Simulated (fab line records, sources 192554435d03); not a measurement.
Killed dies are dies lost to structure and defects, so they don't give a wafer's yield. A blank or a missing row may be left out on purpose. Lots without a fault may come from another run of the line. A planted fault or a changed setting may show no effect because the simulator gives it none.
fab line records | flow n5_finfet
record lots=10 wafers=28 last_day=19
route steps=1938 shown BEOL_M4@1111 BEOL_M12@1656 BEOL_M13@1665 PASSIVATION@1936
lots that met no fault: from a run of the same line without faults
start_h: hours from the record's first day to the start of the lot's first wafer shown | wait_h: hours since the lot's step before | " the same as in the row above | L1.1+2: a row that stands for several wafers | - no value, or no start given | * or withheld: withheld | < > ~ a bound
route shown NAME@n: a module of which the file shows steps, and the number in the route of the first | usual: mean/standard deviation of fault-free wafers | same: alike in all rows | chamber/n: place in a boat | sites: the reading at each site | _std_site: their standard deviation | _edge_site: outer sites' mean less inner sites' | radius_mm: how far each site lies from the wafer's centre | mask NAME#n: copy n | behind: the tool/chamber that last shaped the wafer | hold: why the lot was held/for how many hours/how that ended | device: the transistor (n, p or np) that didn't switch | end of line: the same wafers' tests at the end of the route | a step without rows: its recipe alone | killed: dies lost to structure and defects at the first sort, not the wafer's yield | map: a wafer's dies, x killed, . not, _ none there
set.NAME: the setting as run; set.NAME@STEP: as run at that earlier step | model.NAME: the simulator's own value behind a step, which no gauge read
steps of the route over a sample of lots; a table a step, a row a wafer
services: from which hour (start_h, from the record's first day; less than 0 if before it) a tool's chamber was out of use, for how many hours, and why
## steps
# step N5_BEOL_M4_RC_MEAS_101
# usual DIBL_N=36.5/2.2 DIBL_P=36.9/2.9 IOFF_N=0.17/0.044 IOFF_P=0.22/0.052 ION_N=671/16 ION_P=461/10 SS_N=71.6/0.73 SS_P=73.5/0.79 VT_N=250/4.1 VT_P=-250/4.1
# columns lot.wafer tool chamber start_h wait_h DIBL_N[mV/V] DIBL_P[mV/V] IOFF_N[nA/um] IOFF_P[nA/um] ION_N[uA/um] ION_P[uA/um] SS_N[mV/dec] SS_P[mV/dec] VT_N[mV] VT_P[mV]
L611.1 prober-01 0 178.63 0.0 34.2 34.7 0.12 0.16 667 455 70.9 72.1 253 -255
L611.5 " 0 " " 35.1 37.1 0.13 0.19 674 463 71.0 72.9 252 -254
L611.6 " 0 " " 32.4 30.0 0.09 0.10 647 440 70.4 71.1 260 -262
L613.4 prober-01 0 203.46 0.5 34.2 34.5 0.11 0.18 655 451 71.1 72.1 258 -254
L613.5 " 0 " " 37.0 38.1 0.16 0.22 655 448 72.2 73.3 250 -252
L613.6 " 0 " " 35.7 37.1 0.13 0.21 668 463 71.2 72.9 252 -251
L614.1 prober-01 0 207.00 0.0 37.2 35.2 0.16 0.19 653 439 72.2 72.8 253 -253
L614.3 " 0 " " 35.6 36.2 0.14 0.22 658 462 71.2 72.7 254 -250
L614.6 " 0 " " 36.1 35.9 0.15 0.22 670 457 71.4 73.2 253 -251
L615.4 prober-02 0 209.55 0.5 35.4 33.8 0.14 0.16 645 443 71.9 72.2 251 -253
L615.5 " 0 " " 36.6 36.8 0.15 0.21 653 449 72.1 73.5 252 -249
L615.6 " 0 " " 31.5 31.6 0.09 0.14 640 446 70.9 71.8 257 -253
L623.1 prober-02 0 258.56 0.0 33.5 34.2 0.13 0.19 665 461 71.0 72.3 251 -248
L623.2 " 0 " " 39.3 41.0 0.25 0.31 704 475 73.0 73.9 246 -243
L623.3 " 0 " " 37.1 38.5 0.20 0.26 674 464 72.0 73.7 246 -246
L625.1 prober-02 0 268.56 0.0 37.9 38.3 0.17 0.21 665 449 72.2 73.9 251 -253
L625.3 " 0 " " 35.5 35.7 0.13 0.18 670 458 71.1 73.5 252 -253
L625.5 " 0 " " 36.0 36.9 0.14 0.20 668 454 71.4 73.4 254 -252
L629.2 prober-01 0 297.22 0.2 32.5 32.7 0.11 0.14 658 455 69.8 71.9 252 -255
L629.4 " 0 " " 40.5 41.8 0.22 0.26 677 461 72.3 75.3 247 -249
L629.6 " 0 " " 35.3 35.7 0.14 0.18 657 453 70.3 73.5 251 -253
L630.5 prober-02 0 297.47 0.6 34.6 34.3 0.13 0.16 652 445 71.5 72.7 253 -253
L630.6 " 0 " " 36.5 37.3 0.18 0.20 669 453 71.7 73.7 245 -250
L633.1 prober-01 0 317.82 0.0 35.3 35.5 0.14 0.18 666 461 70.9 73.1 250 -252
L633.3 " 0 " " 38.1 38.7 0.18 0.23 674 463 71.7 74.3 247 -249
L633.5 " 0 " " 37.8 39.4 0.17 0.25 668 461 71.4 74.4 248 -252
L634.4 prober-01 0 340.80 0.5 40.2 42.9 0.23 0.29 669 456 72.3 74.7 248 -247
L634.5 " 0 " " 42.3 44.0 0.28 0.33 702 471 73.4 75.0 242 -243
# step N5_BEOL_M12_DEP_53
# recipe material=SiCN target_thk_a=300 temp_c=withheld precursor=3MS/NH3 pressure_torr=3 rf_w=675 time_s=10.5
# usual showerhead_plenum_p_Torr=4.168/0.027 throttle_valve_pct=17.8/0.61
# columns lot.wafer tool chamber start_h wait_h showerhead_plenum_p_Torr throttle_valve_pct
L611.1 pecvd-02 2 253.28 0.0 4.210 18.2
L611.5 " 0 " " 4.171 17.4
L611.6 " 2 " " 4.218 17.9
L613.4 pecvd-02 2 272.44 0.0 4.210 17.9
L613.5 " 2 " " 4.204 17.8
L613.6 " 0 " " 4.180 17.6
L614.1 pecvd-03 2 277.67 0.0 4.192 17.5
L614.3 " 1 " " 4.153 17.2
L614.6 " 1 " " 4.149 17.3
L615.4 pecvd-01 0 284.91 0.0 4.139 18.6
L615.5 " 2 " " 4.097 17.5
L615.6 " 1 " " 4.170 19.8
L623.1 pecvd-03 0 330.89 0.0 4.157 17.7
L623.2 " 2 " " 4.171 17.4
L623.3 " 1 " " 4.144 17.4
L625.1 pecvd-03 0 341.95 0.0 4.156 17.6
L625.3 " 1 " " 4.165 17.2
L625.5 " 1 " " 4.161 17.1
L630.5 pecvd-03 2 380.46 0.0 4.184 17.7
L630.6 " 0 " " 4.143 17.6
L629.2 pecvd-03 1 385.41 0.0 4.153 17.1
L629.4 " 1 " " 4.164 17.2
L629.6 " 0 " " 4.150 17.6
L633.1 pecvd-02 0 390.27 0.0 4.177 17.3
L633.3 " 2 " " 4.210 18.4
L633.5 " 0 " " 4.175 17.9
L634.4 pecvd-02 0 412.84 0.0 4.172 17.4
L634.5 " 1 " " 4.176 17.7
# step N5_BEOL_M12_INSPECT_55
# recipe inspect_instrument=darkfield mode=post_dep
# usual raw_defect_count=69/23
# columns lot.wafer tool chamber start_h wait_h raw_defect_count
L611.1 defect_inspect-01 - 253.36 0.0 82
L611.5 " - " " 60
L611.6 " - " " 75
L613.4 defect_inspect-02 - 272.53 0.0 63
L613.5 " - " " 66
L613.6 " - " " 62
L614.1 defect_inspect-01 - 277.76 0.0 81
L614.3 " - " " 91
L614.6 " - " " 49
L615.4 defect_inspect-01 - 284.99 0.0 73
L615.5 " - " " 148
L615.6 " - " " 107
L623.1 defect_inspect-01 - 330.98 0.0 74
L623.2 " - " " 74
L623.3 " - " " 79
L625.1 defect_inspect-02 - 342.04 0.0 73
L625.3 " - " " 77
L625.5 " - " " 84
L630.5 defect_inspect-01 - 380.54 0.0 92
L630.6 " - " " 85
L629.2 defect_inspect-01 - 385.50 0.0 84
L629.4 " - " " 43
L629.6 " - " " 104
L633.1 defect_inspect-02 - 390.37 0.0 104
L633.3 " - " " 44
L633.5 " - " " 95
L634.4 defect_inspect-01 - 412.91 0.0 78
L634.5 " - " " 73
# step N5_BEOL_M13_EXPOSE_07
# recipe mask_id=V12 na=0.93 source_shape=conventional sigma_outer=0.6 polarization=unpolarized attpsm_phase_deg=180 dose_mj=24.8
# usual exposure_dose_mJ_cm2=24.782/0.023
# columns lot.wafer tool chamber start_h wait_h mask exposure_dose_mJ_cm2
L611.1 krf_scanner-02 0 253.81 - V12#0 24.774
L611.5 " 0 " " V12#0 24.734
L611.6 " 0 " " V12#0 24.761
L613.4 krf_scanner-02 0 272.93 - V12#0 24.775
L613.5 " 0 " " V12#0 24.780
L613.6 " 0 " " V12#0 24.781
L614.1 krf_scanner-01 0 278.21 - V12#0 24.785
L614.3 " 0 " " V12#0 24.767
L614.6 " 0 " " V12#0 24.771
L615.4 krf_scanner-02 0 285.45 - V12#0 24.772
L615.5 " 0 " " V12#0 24.796
L615.6 " 0 " " V12#0 24.775
L623.1 krf_scanner-02 0 331.42 - V12#0 24.768
L623.2 " 0 " " V12#0 24.781
L623.3 " 0 " " V12#0 24.772
L625.1 krf_scanner-02 0 342.55 - V12#0 24.836
L625.3 " 0 " " V12#0 24.770
L625.5 " 0 " " V12#0 24.819
L630.5 krf_scanner-01 0 381.00 - V12#0 24.788
L630.6 " 0 " " V12#0 24.814
L629.2 krf_scanner-01 0 385.89 - V12#0 24.791
L629.4 " 0 " " V12#0 24.773
L629.6 " 0 " " V12#0 24.789
L633.1 krf_scanner-01 0 390.70 - V12#0 24.792
L633.3 " 0 " " V12#0 24.805
L633.5 " 0 " " V12#0 24.807
L634.4 krf_scanner-02 0 413.53 - V12#0 24.788
L634.5 " 0 " " V12#0 24.807
# step N5_BEOL_M13_CD_MEAS_10
# recipe target_cd_nm=190 landing_energy_ev=500 detector=se_inlens polarity=opening
# usual cd_nm=188.5/1.5
# columns lot.wafer tool chamber start_h wait_h cd_nm
L611.1 cd_sem-02 0 253.98 - 191.6
L611.5 " 0 " " 188.9
L611.6 " 0 " " 190.2
L613.4 cd_sem-01 0 273.08 - 190.2
L613.5 " 0 " " 189.6
L613.6 " 0 " " 191.1
L614.1 cd_sem-02 0 278.38 - 189.4
L614.3 " 0 " " 188.7
L614.6 " 0 " " 192.3
L615.4 cd_sem-01 0 285.61 - 189.3
L615.5 " 0 " " 186.1
L615.6 " 0 " " 187.4
L623.1 cd_sem-01 0 331.59 - 127.5
L623.2 " 0 " " 188.6
L623.3 " 0 " " 187.5
L625.1 cd_sem-02 0 342.72 - 130.4
L625.3 " 0 " " 190.5
L625.5 " 0 " " 132.1
L630.5 cd_sem-02 0 381.16 - 188.7
L630.6 " 0 " " 188.2
L629.2 cd_sem-02 0 386.05 - 188.9
L629.4 " 0 " " 191.3
L629.6 " 0 " " 187.4
L633.1 cd_sem-02 0 390.87 - 190.1
L633.3 " 0 " " 188.5
L633.5 " 0 " " 188.3
L634.4 cd_sem-02 0 413.69 - 186.1
L634.5 " 0 " " 187.5
# step N5_BEOL_M13_STRIP_64
# recipe chemistry=N2/H2 power_w=1000 temp_c=250 h2_frac=0.65 overash_fraction=0.3 pressure_mtorr=withheld n2_flow_sccm=1750 h2_flow_sccm=3250
# usual drypump_motor_current_A=5.7/0.4 heater_power_w=338/21 oes_product_au=0.715/0.0044 strip_time_to_endpoint_s=31.37/0.064
# columns lot.wafer tool chamber start_h wait_h drypump_motor_current_A heater_power_w oes_product_au rf_hours_counter_h strip_time_to_endpoint_s
L611.1 plasma_asher-02 1 254.54 0.0 5.6 361 0.714 63 31.34
L611.5 " 1 " " 5.6 365 0.712 - 31.47
L611.6 " 0 " " 6.4 347 0.708 - 31.40
L613.4 plasma_asher-01 1 273.57 0.0 5.4 337 0.710 - 31.32
L613.5 " 1 " " 5.3 331 0.710 - 31.36
L613.6 " 0 " " 5.6 311 0.719 - 31.46
L614.1 plasma_asher-01 0 278.92 0.0 5.6 312 0.712 131 31.45
L614.3 " 1 " " 5.4 325 0.713 - 31.42
L614.6 " 0 " " 5.5 306 0.722 - 31.37
L615.4 plasma_asher-01 1 286.09 0.0 5.4 331 0.720 - 31.37
L615.5 " 1 " " 5.4 332 0.713 - 31.39
L615.6 " 0 " " 5.5 312 0.712 - 31.36
L623.1 plasma_asher-02 1 332.32 0.0 5.6 363 0.721 75 31.36
L623.2 " 0 " " 6.4 348 0.719 75 31.24
L623.3 " 0 " " 6.4 354 0.712 - 31.32
L625.1 plasma_asher-01 0 343.35 0.0 5.6 317 0.717 145 31.34
L625.3 " 1 " " 5.3 328 0.723 - 31.39
L625.5 " 0 " " 5.5 305 0.715 - 31.38
L630.5 plasma_asher-02 0 381.66 0.0 6.4 349 0.719 - 31.33
L630.6 " 1 " " 5.6 363 0.714 - 31.32
L629.2 plasma_asher-01 0 386.52 0.0 5.6 311 0.712 154 31.37
L629.4 " 0 " " 5.6 302 0.714 - 31.46
L629.6 " 1 " " 5.3 332 0.704 - 31.28
L633.1 plasma_asher-02 0 391.61 0.0 6.4 342 0.715 87 31.43
L633.3 " 1 " " 5.6 379 0.719 - 31.44
L633.5 " 0 " " 6.4 345 0.722 - 31.44
L634.4 plasma_asher-01 0 414.32 0.0 5.6 307 0.713 - 31.39
L634.5 " 0 " " 5.6 319 0.714 - 31.43
# step N5_PASSIVATION_PROBE_49
# usual defect_limited_yield=91.3/1.4 killed_at_M0_to_M3=36/10 killed_at_M4_up=13/5.4 killed_at_contacts=12/5.3 killed_at_front_end=39/10 killed_at_other=3.2/2.7 killed_dies=103/16 killed_on_rim=13/4 killed_open=68/13 killed_short=33/6.6 sort_bin_4_leakage=0.01/0.031 sort_bin_5_function=5.1/0.92 sort_bin_6_memory=3.3/0.68 sort_bin_8_speed=0.1/0.41 sort_n_pass=1077/17 sort_yield_pct=91.2/1.4
# same gross_dies=1180 killed_at_back_side=0
# columns lot.wafer tool chamber start_h wait_h defect_limited_yield[%] killed_at_M0_to_M3 killed_at_M4_up killed_at_contacts killed_at_front_end killed_at_other killed_dies killed_on_rim killed_open killed_short sort_bin_4_leakage[%] sort_bin_5_function[%] sort_bin_6_memory[%] sort_bin_8_speed[%] sort_n_pass sort_yield_pct[%]
L623.1 prober-01 - 365.61 0.2 0 23 1094 19 33 11 1180 152 72 31 0 96.9 3.0 0 0 0
L623.2 prober-01 - 365.66 0.2 89.8 36 28 8 36 12 120 34 62 43 0 6.4 2.5 0 1060 89.8
L623.3 prober-01 - 365.71 0.3 92.0 30 17 10 34 3 94 16 54 39 0 4.7 2.7 0 1086 92.0
L625.1 prober-02 - 374.82 0.0 0 37 1074 10 59 0 1180 152 62 36 0 95.0 2.9 0 0 0
L625.3 prober-02 - 374.92 0.1 91.8 31 20 13 33 0 97 11 77 19 0 5.5 2.7 0 1083 91.8
L625.5 prober-02 - 375.02 0.2 0 34 1103 16 27 0 1180 152 54 31 0 96.8 3.0 0 0 0
L629.2 prober-01 - 417.00 0.1 91.5 47 1 10 40 2 100 11 75 21 0 5.2 3.2 0 1080 91.5
L629.4 prober-01 - 417.10 0.2 89.1 60 8 9 46 6 129 17 95 30 0 6.2 4.5 0 1051 89.1
L629.6 prober-01 - 417.20 0.3 88.6 51 11 19 51 2 134 22 95 32 0 7.2 3.6 0 1046 88.6
# killed by level:class
L623.1 BEOL_M13:area_expose=1076 MOL_CONTACT_COAG:geometric_particle:open=15 BEOL_M4:geometric_particle:open=11 FIN_SAQP:geometric_particle:open=8 BEOL_M0_SAQP:geometric_particle:open=8 DUMMY_GATE:geometric_particle:open=7 BEOL_M0_SAQP:geometric_particle:short=6 MOL_CONTACT_COAG:geometric_particle:short=4
L623.2 BEOL_M4:geometric_particle:open=16 HKMG_FIN:area_etch=12 BEOL_M0_SAQP:geometric_particle:short=11 BEOL_M2:geometric_particle:open=10 FIN_SAQP:geometric_particle:open=7 BEOL_M0_SAQP:geometric_particle:open=7 MOL_CONTACT_COAG:geometric_particle:short=6 BEOL_M4:geometric_particle:short=4
L623.3 BEOL_M0_SAQP:geometric_particle:short=11 BEOL_M2:geometric_particle:open=10 FIN_SAQP:geometric_particle:short=9 FIN_SAQP:geometric_particle:open=8 BEOL_M4:geometric_particle:open=8 MOL_CONTACT_COAG:geometric_particle:open=5 MOL_CONTACT_COAG:geometric_particle:short=5 BEOL_M3:geometric_particle:open=5
L625.1 BEOL_M13:area_expose=1060 HKMG_FIN:area_etch=20 BEOL_M0_SAQP:geometric_particle:short=15 FIN_SAQP:geometric_particle:open=12 BEOL_M0_SAQP:geometric_particle:open=9 MOL_CONTACT_COAG:geometric_particle:open=8 BEOL_M4:geometric_particle:open=8 FIN_SAQP:geometric_particle:short=5
L625.3 MOL_CONTACT_COAG:geometric_particle:open=11 BEOL_M1:geometric_particle:open=9 BEOL_M0_SAQP:geometric_particle:open=8 BEOL_M4:geometric_particle:open=8 DUMMY_GATE:geometric_particle:open=7 FIN_SAQP:geometric_particle:open=6 BEOL_M0_SAQP:geometric_particle:short=5 BEOL_M0:geometric_particle:open=5
L625.5 BEOL_M13:area_expose=1093 BEOL_M0_SAQP:geometric_particle:open=12 MOL_CONTACT_COAG:geometric_particle:open=10 FIN_SAQP:geometric_particle:short=8 BEOL_M0:geometric_particle:open=7 MOL_CONTACT_COAG:geometric_particle:short=6 BEOL_M0_SAQP:geometric_particle:short=6 FIN_SAQP:geometric_particle:open=4
L629.2 BEOL_M3:geometric_particle:open=24 FIN_SAQP:geometric_particle:open=14 MOL_CONTACT_COAG:geometric_particle:open=9 FIN_SAQP:geometric_particle:short=5 DUMMY_GATE:geometric_particle:open=5 BEOL_M0_SAQP:geometric_particle:open=5 BEOL_M3:geometric_particle:short=5 BEOL_M0_SAQP:geometric_particle:short=4
L629.4 BEOL_M2:geometric_particle:open=21 FIN_SAQP:geometric_particle:open=18 BEOL_M3:geometric_particle:open=16 STI_FIN_REVEAL:geometric_particle:open=10 FIN_SAQP:geometric_particle:short=9 MOL_CONTACT_COAG:geometric_particle:open=7 BEOL_M0_SAQP:geometric_particle:short=5 BEOL_M0_SAQP:geometric_particle:open=5
L629.6 MOL_CONTACT_COAG:geometric_particle:open=17 FIN_SAQP:geometric_particle:open=15 STI_FIN_REVEAL:geometric_particle:open=12 BEOL_M2:geometric_particle:open=12 BEOL_M0_SAQP:geometric_particle:short=9 BEOL_M3:geometric_particle:open=8 BEOL_M0_SAQP:geometric_particle:open=6 HKMG_FIN:area_etch=6
## services
# columns tool chamber start_h hours kind
pecvd-03 1 229.50 2.1 scheduled_down
pecvd-02 1 230.84 14.9 repair
pecvd-01 1 233.56 22.8 repair
krf_scanner-01 - 237.48 1.3 pm
plasma_asher-01 - 245.56 0.5 repair
plasma_asher-02 - 262.95 0.8 repair
pecvd-03 1 267.27 5.5 scheduled_down
krf_scanner-02 0 274.54 - calibration
krf_scanner-01 - 275.03 0.8 pm
plasma_asher-02 - 275.59 14.6 pm
krf_scanner-02 - 279.33 0.8 pm
pecvd-02 - 298.47 2.8 pm
krf_scanner-01 - 326.26 1.0 pm
plasma_asher-01 - 333.22 1.4 repair
pecvd-03 0 333.35 5.9 repair
krf_scanner-01 - 347.07 0.5 repair
krf_scanner-02 - 349.82 1.0 pm
pecvd-01 - 353.41 6.0 pm
pecvd-03 - 357.19 1.2 repair
krf_scanner-01 - 362.56 4.1 repair
krf_scanner-02 - 387.84 1.2 repair
krf_scanner-02 - 398.68 0.2 repair
krf_scanner-02 - 399.07 1.3 pm
krf_scanner-01 - 413.39 1.3 pm
## key
first_sign step=N5_BEOL_M13_CD_MEAS_10 reading=cd_nm direction=down sigmas=38 usual=188.5 struck=130.0
effect step=N5_PASSIVATION_PROBE_49 reading=killed_at_M4_up direction=up sigmas=99+ usual=13 struck=1090
more_kills_born_at N5_BEOL_M13_EXPOSE_07@krf_scanner-02=3229
met_at N5_BEOL_M13_EXPOSE_07
struck_lots L623,L625
struck_wafers L623.1,L625.1,L625.5
later_rows_left_out L623.1,L625.1,L625.5
baseline_loss step=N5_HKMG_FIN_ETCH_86 wafers=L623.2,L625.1
not_acting_at N5_BEOL_M12_DEP_53,N5_BEOL_M12_INSPECT_55,N5_BEOL_M13_STRIP_64
onset_between 285.45 331.42
fault kind=process_parameter_drift tool=krf_scanner-02 chamber=- onset_h=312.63 steps=N5_BEOL_M13_EXPOSE_07 channel=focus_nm offset=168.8 shape=step end_h=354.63 scope=struck_wafers_only
# later_rows_left_out: the simulator's readings of these wafers behind a module that went badly wrong aren't trusted and aren't shown, but for the sort
# baseline_loss: these wafers lose ten dies or more at that step, a loss of the line's own and not of a fault; the sort's usual values leave them out
